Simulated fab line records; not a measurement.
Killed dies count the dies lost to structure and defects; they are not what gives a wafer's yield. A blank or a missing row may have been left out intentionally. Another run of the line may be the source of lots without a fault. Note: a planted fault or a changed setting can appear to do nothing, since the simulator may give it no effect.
Comparing a struck lot with a sound one :: flow n5-finfet :: 36 steps out of a route of 1938
Sound: wafers L516.2, L516.5, L516.6. Wafers struck: L514.4, L514.5, L514.6. The cause comes at the end.
At each step with rows: each side's tool, then ch and its chambers, then its first start. Under that, the readings that differ: sound wafers :: struck wafers :: difference of the means :: sigmas: that difference in standard deviations of wafers without a fault.
alike: words and numbers the same on both sides, and readings whose means are apart by under 2 such deviations; not compared: readings that were withheld, readings missing a value for some wafer, numbers with overlapping values and no deviation given by the record, and bounds like >300 which may hide the same value.
Wherever a step has rows on one side only, a row that says differs or no value, or a row with sigmas, the two part there. Non-overlapping numbers with no deviation appear without sigmas and do not part them. A reading missing from all wafers of one side parts the sides only when that side holds two or more wafers.

first, 9 steps without rows for these wafers: N5_ILD0_PRECLEAN_10 (cleans in NF3:NH3, afs cycles 5, time 20 s, sublimation time 60 s); N5_ILD0_ALD_15 (deposits SiNx, target thk 24 nm, pulse time 1 s, ald cycles 480); N5_ILD0_CMP_12 (polishes SiNx, stops on poly-Si, t overpolish 6 s, target thk 17.67 nm); N5_SDB_HM_DEP_00 (deposits SiNx from SiH4/NH3/N2, target thk 40 nm, time 35.3 s); N5_SDB_COAT_03 (time 60 s, resist thk 100 nm); N5_SDB_COAT_04 (time 60 s, resist thk 18 nm); N5_SDB_COAT_05 (resist thk 90 nm); N5_SDB_EBR_07; N5_SDB_SOFTBAKE_06 (time 60 s).
N5_SDB_EXPOSE_08: exposes mask SDB.
  sound on arfi-scanner-03 ch 0, day 9 05:01; struck on arfi-scanner-02 ch 0, day 8 17:44
reading: model.SDB.overlay-x-nm (nm)
sound: 0 0 0
struck: 11.6 11.6 11.6
difference: +11.6
sigmas: 
  alike: mask, focus-offset-nm
then, 2 steps without rows for these wafers: N5_SDB_PEB_09 (peb time 60 s); N5_SDB_DEVELOP_10 (develop time 30 s).
N5_SDB_OVL_MEAS_12:
  sound on overlay-02 ch 0, day 9 05:10; struck on overlay-02 ch 0, day 8 17:53
reading: SDB_OVL (nm)
sound: 0.1 -0.6 0.7
struck: 10.8 11.4 11.5
difference: +11.2
sigmas: +15
then, 21 steps without rows for these wafers: N5_SDB_DESCUM_16 (chemistry O2, time 7.9 s); N5_SDB_ETCH_17 (etches SiARC in CF4, target depth 23.4 nm, time 39 s); N5_SDB_ETCH_18 (etches SOC in N2/H2, target depth 100 nm, overetch 20 nm, time 150 s); N5_SDB_STRIP_19 (strips in N2/H2); N5_SDB_STRIP_21 (strips in CF4); N5_SDB_HM_OPEN_20 (chemistry CH3F/O2, target SiNx, stops on poly-Si, target depth 24 nm); N5_SDB_STRIP_22 (strips in N2/H2); N5_SDB_PRECLEAN_23 (cleans in dHF, time 30 s); N5_SDB_DUMMY_REMOVE_24 (chemistry TMAH, target poly-Si, stops on SiO2, target depth 142 nm, time 57 s, rinse time 30 s); N5_SDB_ETCH_25 (etches SiO2 in C4F6/O2, target depth 10 nm, time 3.3 s); N5_SDB_CUT_ETCH_26 (etches Si in HBr/Cl2/O2, target depth 129.6 nm, bt time 20 s, time 51.8 s); N5_SDB_PRECLEAN_38 (cleans in dHF, time 10 s); N5_SDB_PRECLEAN_39 (cleans in O3/DIW, time 45 s); N5_SDB_SRD_28 (time 30 s); N5_SDB_ALD_29 (deposits SiNx, target thk 30 nm, pulse time 1 s, ald cycles 600); N5_SDB_CMP_30 (polishes, stops on poly-Si, t overpolish 1.54 s, target thk 30 nm); N5_DUMMY_REMOVAL_HM_STRIP_01 (strips SiNx in CH3F/O2, stops on poly-Si, target depth 4 nm, time 6.8 s); N5_DUMMY_REMOVAL_STRIP_10 (strips in N2/H2, time 40 s); N5_DUMMY_REMOVAL_PRECLEAN_07 (cleans in dHF, time 30 s); N5_DUMMY_REMOVAL_DUMMY_REMOVE_02 (chemistry TMAH, target poly-Si, stops on SiO2, target depth 142 nm, time 57 s, rinse time 30 s); N5_DUMMY_REMOVAL_PRECLEAN_08 (cleans in NF3:NH3, afs cycles 2, time 20 s, sublimation time 60 s).
-- a jump in the record: the struck wafers' starts before and after are 5 days apart (it breaks off in module DUMMY_REMOVAL and resumes in module BEOL_M4, where the first step shown is number 1111 of the route) --
N5_BEOL_M4_RC_MEAS_101:
  sound on prober-01 ch 0, day 13 13:18; struck on prober-01 ch 0, day 13 06:58
  alike: DIBL_N, DIBL_P, IOFF_N, IOFF_P, ION_N, ION_P, SS_N, SS_P, VT_N, VT_P
-- a jump in the record: the struck wafers' starts before and after are 4 days apart (it breaks off in module BEOL_M4 and resumes in module PASSIVATION, where the first step shown is number 1936 of the route) --
N5_PASSIVATION_PROBE_49:
  sound on prober-01 at day 17 16:52; struck on prober-02 at day 17 02:50
reading: defect-limited-yield (%)
sound: 90.5 91.5 92.0
struck: 0 0 0
difference: -91
sigmas: -65

reading: killed-at-front-end
sound: 42 30 36
struck: 1114 1140 1109
difference: +1085
sigmas: +99

reading: killed-dies
sound: 112 100 94
struck: 1180 1180 1180
difference: +1078
sigmas: +67

reading: killed-on-rim
sound: 12 11 12
struck: 152 152 152
difference: +140
sigmas: +41

reading: sort_bin_5_function (%)
sound: 5.1 5.8 4.5
struck: 53.8 48.9 50.5
difference: +45.9
sigmas: +50

reading: sort-n-pass
sound: 1068 1080 1086
struck: 0 0 0
difference: -1078
sigmas: -67

reading: sort-yield-pct (%)
sound: 90.5 91.5 92.0
struck: 0 0 0
difference: -91
sigmas: -65
  alike: killed_at_M0_to_M3, killed_at_M4_up, killed-at-contacts, killed-at-other, killed-open, killed-short, sort_bin_6_memory

WHERE THEY PART
First at N5_SDB_OVL_MEAS_12; last, within this record, at N5_PASSIVATION_PROBE_49.

WHY: what the simulator had put in
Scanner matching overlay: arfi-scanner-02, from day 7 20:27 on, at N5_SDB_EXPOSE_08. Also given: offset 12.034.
